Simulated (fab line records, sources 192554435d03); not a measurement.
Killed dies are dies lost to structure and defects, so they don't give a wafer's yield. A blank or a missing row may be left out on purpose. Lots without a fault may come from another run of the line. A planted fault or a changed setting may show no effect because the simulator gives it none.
Which tool did it? | flow n5_finfet | 15 lots, 45 wafers sampled, at 5 steps of a route of 1938

WHAT THE GAUGES READ, wafer by wafer
N5_BEOL_M14_CD_MEAS_17: target cd 250 nm. Usual: cd_nm 250.3 nm, standard deviation 2.2.
lot  | measured     | on        | cd_nm (nm)        | flag
L892 | day 11 02:31 | cd_sem-02 | 248.1 248.2 248.7 |
L895 | day 12 01:31 | cd_sem-01 | 252.6 250.2 250.4 |
L893 | day 12 08:34 | cd_sem-02 | 253.5 249.5 251.2 |
L896 | day 12 19:54 | cd_sem-01 | 250.4 252.0 247.0 |
L898 | day 13 12:28 | cd_sem-03 | 252.4 251.2 252.7 |
L899 | day 13 20:29 | cd_sem-03 | 249.2 248.7 247.9 |
L907 | day 15 08:14 | cd_sem-03 | - - -             | OFF
L905 | day 15 08:46 | cd_sem-02 | - - -             | OFF
L906 | day 15 09:41 | cd_sem-01 | - - -             | OFF
L908 | day 15 11:16 | cd_sem-01 | 248.6 246.9 245.4 |
L910 | day 16 07:57 | cd_sem-03 | 248.9 249.6 252.4 |
L913 | day 17 10:09 | cd_sem-02 | 250.9 249.0 254.7 |
L912 | day 17 13:59 | cd_sem-01 | 250.8 248.6 253.7 |
L914 | day 17 16:31 | cd_sem-01 | 250.9 253.7 250.8 |
L915 | day 18 06:48 | cd_sem-03 | 246.8 248.6 250.9 |

WHICH TOOL RAN EACH LOT (tool, then ch and the chambers of the sampled wafers, then the start)
lot  | N5_BEOL_M13_SPUTTER_43       | N5_BEOL_M13_SPUTTER_44       | N5_BEOL_M13_ANNEAL_48            | N5_BEOL_M14_VIA_ETCH_16
L892 | pvd_sputter-03, day 11 00:09 | pvd_sputter-03, day 11 00:14 | rtp_anneal-01 ch 0, day 11 00:35 | rie_diel-02 ch 0,2,3, day 11 02:10
L895 | pvd_sputter-01, day 11 22:59 | pvd_sputter-01, day 11 23:04 | rtp_anneal-01 ch 0, day 11 23:25 | rie_diel-06 ch 1,2,3, day 12 01:10
L893 | pvd_sputter-03, day 12 06:20 | pvd_sputter-03, day 12 06:25 | rtp_anneal-02 ch 0, day 12 06:49 | rie_diel-06 ch 0,1,2, day 12 08:13
L896 | pvd_sputter-02, day 12 16:50 | pvd_sputter-02, day 12 16:55 | rtp_anneal-02 ch 0, day 12 17:45 | rie_diel-01 ch 0,1,3, day 12 19:33
L898 | pvd_sputter-02, day 13 10:03 | pvd_sputter-02, day 13 10:08 | rtp_anneal-02 ch 0, day 13 10:29 | rie_diel-06 ch 0,2, day 13 12:07
L899 | pvd_sputter-02, day 13 17:58 | pvd_sputter-02, day 13 18:03 | rtp_anneal-01 ch 0, day 13 18:25 | rie_diel-02 ch 2,3, day 13 20:06
L907 | pvd_sputter-02, day 15 05:47 | pvd_sputter-02, day 15 05:52 | rtp_anneal-01 ch 0, day 15 06:14 | rie_diel-06 ch 1,2, day 15 07:51
L905 | pvd_sputter-02, day 15 06:19 | pvd_sputter-02, day 15 06:23 | rtp_anneal-01 ch 0, day 15 06:47 | rie_diel-06 ch 1,3, day 15 08:25
L906 | pvd_sputter-03, day 15 07:27 | pvd_sputter-03, day 15 07:32 | rtp_anneal-02 ch 0, day 15 07:56 | rie_diel-06 ch 1,3, day 15 09:20
L908 | pvd_sputter-03, day 15 09:01 | pvd_sputter-03, day 15 09:05 | rtp_anneal-02 ch 0, day 15 09:32 | rie_diel-06 ch 2,3, day 15 10:55
L910 | pvd_sputter-02, day 16 05:29 | pvd_sputter-02, day 16 05:34 | rtp_anneal-02 ch 0, day 16 06:01 | rie_diel-06 ch 1,3, day 16 07:35
L913 | pvd_sputter-01, day 17 07:41 | pvd_sputter-01, day 17 07:46 | rtp_anneal-01 ch 0, day 17 08:10 | rie_diel-02 ch 0,2, day 17 09:48
L912 | pvd_sputter-03, day 17 11:19 | pvd_sputter-03, day 17 11:24 | rtp_anneal-02 ch 0, day 17 11:51 | rie_diel-02 ch 0,2, day 17 13:35
L914 | pvd_sputter-01, day 17 14:09 | pvd_sputter-01, day 17 14:14 | rtp_anneal-02 ch 0, day 17 14:35 | rie_diel-01 ch 0,2, day 17 16:10
L915 | pvd_sputter-03, day 18 04:32 | pvd_sputter-03, day 18 04:37 | rtp_anneal-02 ch 0, day 18 05:04 | rie_diel-02 ch 0,2, day 18 06:27
- N5_BEOL_M13_SPUTTER_43: material TaN, target thk 15 nm, time 24.19 s.
- N5_BEOL_M13_SPUTTER_44: material Ta, target thk 10 nm, time 16.13 s.
- N5_BEOL_M13_ANNEAL_48: time 90 s.
- N5_BEOL_M14_VIA_ETCH_16: etches SiO2 in C4F8/O2/Ar, target depth 1231.3 nm.

WHAT THE TOOLS THEMSELVES READ (means of the sampled wafers that have a number; where no wafer has one, the mark that the record gives instead)
N5_BEOL_M13_SPUTTER_43. Usual: throttle_valve_pct 29.7 %, standard deviation 1.2.
lot  | tool           | throttle_valve_pct (%) | flag
L892 | pvd_sputter-03 | 30.2                   |
L895 | pvd_sputter-01 | 29.1                   |
L893 | pvd_sputter-03 | 30.1                   |
L896 | pvd_sputter-02 | 30.2                   |
L898 | pvd_sputter-02 | 29.5                   |
L899 | pvd_sputter-02 | 29.4                   |
L907 | pvd_sputter-02 | 29.6                   |
L905 | pvd_sputter-02 | 29.5                   |
L906 | pvd_sputter-03 | 30.1                   |
L908 | pvd_sputter-03 | 30.0                   |
L910 | pvd_sputter-02 | 30.1                   |
L913 | pvd_sputter-01 | 29.0                   |
L912 | pvd_sputter-03 | 29.3                   |
L914 | pvd_sputter-01 | 30.1                   |
L915 | pvd_sputter-03 | 30.0                   |

N5_BEOL_M13_SPUTTER_44. Usual: throttle_valve_pct 29.7 %, standard deviation 1.2.
lot  | tool           | throttle_valve_pct (%) | flag
L892 | pvd_sputter-03 | 30.2                   |
L895 | pvd_sputter-01 | 29.0                   |
L893 | pvd_sputter-03 | 30.2                   |
L896 | pvd_sputter-02 | 30.3                   |
L898 | pvd_sputter-02 | 29.5                   |
L899 | pvd_sputter-02 | 29.5                   |
L907 | pvd_sputter-02 | 29.6                   |
L905 | pvd_sputter-02 | 29.7                   |
L906 | pvd_sputter-03 | 30.2                   |
L908 | pvd_sputter-03 | 29.7                   |
L910 | pvd_sputter-02 | 30.2                   |
L913 | pvd_sputter-01 | 29.1                   |
L912 | pvd_sputter-03 | 29.1                   |
L914 | pvd_sputter-01 | 30.2                   |
L915 | pvd_sputter-03 | 30.1                   |

N5_BEOL_M13_ANNEAL_48. Usual: wafer_temp_C_max 225.85, standard deviation 0.27.
lot  | tool          | wafer_temp_C_max | flag
L892 | rtp_anneal-01 | 226.25           |
L895 | rtp_anneal-01 | 226.09           |
L893 | rtp_anneal-02 | 225.66           |
L896 | rtp_anneal-02 | 225.53           |
L898 | rtp_anneal-02 | 225.70           |
L899 | rtp_anneal-01 | 226.19           |
L907 | rtp_anneal-01 | 225.99           |
L905 | rtp_anneal-01 | 226.13           |
L906 | rtp_anneal-02 | 225.82           |
L908 | rtp_anneal-02 | 225.64           |
L910 | rtp_anneal-02 | 225.83           |
L913 | rtp_anneal-01 | 225.94           |
L912 | rtp_anneal-02 | 225.91           |
L914 | rtp_anneal-02 | 225.64           |
L915 | rtp_anneal-02 | 225.56           |

N5_BEOL_M14_VIA_ETCH_16. Usual: C4F8_flow_sccm 16.00 sccm, standard deviation 0.05; O2_flow_sccm 12.00 sccm, standard deviation 0.037; chamber_pressure_mTorr 20.001 mTorr, standard deviation 0.018; drypump_motor_current_A 5.5 A, standard deviation 0.36; oes_product_au 0.68 a.u., standard deviation 0.081; rf_vpp_V 2222 V, standard deviation 42; showerhead_plenum_p_Torr 3.43 Torr, standard deviation 0.11; throttle_valve_pct 31.09 %, standard deviation 0.16.
lot  | tool        | C4F8_flow_sccm (sccm) | O2_flow_sccm (sccm) | chamber_pressure_mTorr (mTorr) | drypump_motor_current_A (A) | oes_product_au (a.u.) | rf_vpp_V (V) | showerhead_plenum_p_Torr (Torr) | throttle_valve_pct (%) | flag
L892 | rie_diel-02 | 15.96                 | 12.00               | 20.000                         | 5.5                         | 0.65                  | 2245         | 3.38                            | 31.21                  |
L895 | rie_diel-06 | 15.94                 | 11.98               | 19.981                         | 5.4                         | 0.70                  | 2214         | 3.42                            | 31.11                  |
L893 | rie_diel-06 | 15.98                 | 11.99               | 20.024                         | 5.2                         | 0.68                  | 2223         | 3.49                            | 31.13                  |
L896 | rie_diel-01 | 15.98                 | 12.02               | 20.006                         | 5.7                         | 0.71                  | 2248         | 3.45                            | 31.04                  |
L898 | rie_diel-06 | 15.98                 | 12.01               | 20.000                         | 5.2                         | 0.61                  | 2200         | 3.53                            | 31.21                  |
L899 | rie_diel-02 | 16.06                 | 12.01               | 20.013                         | 5.2                         | 0.63                  | 2278         | 3.45                            | 31.46                  |
L907 | rie_diel-06 | -                     | -                   | -                              | -                           | -                     | -            | -                               | -                      | OFF
L905 | rie_diel-06 | -                     | -                   | -                              | -                           | -                     | -            | -                               | -                      | OFF
L906 | rie_diel-06 | -                     | -                   | -                              | -                           | -                     | -            | -                               | -                      | OFF
L908 | rie_diel-06 | 15.94                 | 12.02               | 20.005                         | 5.6                         | 0.62                  | 2181         | 3.37                            | 31.14                  |
L910 | rie_diel-06 | 16.02                 | 12.04               | 20.004                         | 5.7                         | 0.69                  | 2188         | 3.31                            | 31.16                  |
L913 | rie_diel-02 | 15.99                 | 12.03               | 20.007                         | 5.9                         | 0.70                  | 2224         | 3.40                            | 30.98                  |
L912 | rie_diel-02 | 16.01                 | 12.02               | 19.974                         | 5.6                         | 0.77                  | 2266         | 3.53                            | 31.13                  |
L914 | rie_diel-01 | 16.01                 | 12.01               | 20.029                         | 5.6                         | 0.66                  | 2207         | 3.43                            | 31.12                  |
L915 | rie_diel-02 | 16.01                 | 11.93               | 20.011                         | 5.9                         | 0.68                  | 2224         | 3.40                            | 30.97                  |

THE ANSWER, worked out from the rows above alone
Rule: a lot is off if the mean of its wafers that have a number lies more than 3 standard deviations from the usual mean. A lot without any number at a reading at which 4 lots or more have one is off too. The other lots that the step has rows for count as sound. The gauges are gone through in route order, then the tools' own readings, and for those a lot's mean is taken as printed above. The first step at which some lot is off is used, and at that step the reading that is off furthest; a lot without a number counts as furthest.
Off: L907, L905, L906, at N5_BEOL_M14_CD_MEAS_17 (cd_nm). Without a number there: L907, L905, L906.
A tool fits if, at a process step before that reading, it ran every lot that is off, and no sound lot after the first of them. The gauges at N5_BEOL_M14_CD_MEAS_17 aren't tried: what is off there is off at N5_BEOL_M14_VIA_ETCH_16 too, on other tools, and a gauge's error can't cause that. None of those tried fits.

WHAT THE SIMULATOR HAD PUT IN
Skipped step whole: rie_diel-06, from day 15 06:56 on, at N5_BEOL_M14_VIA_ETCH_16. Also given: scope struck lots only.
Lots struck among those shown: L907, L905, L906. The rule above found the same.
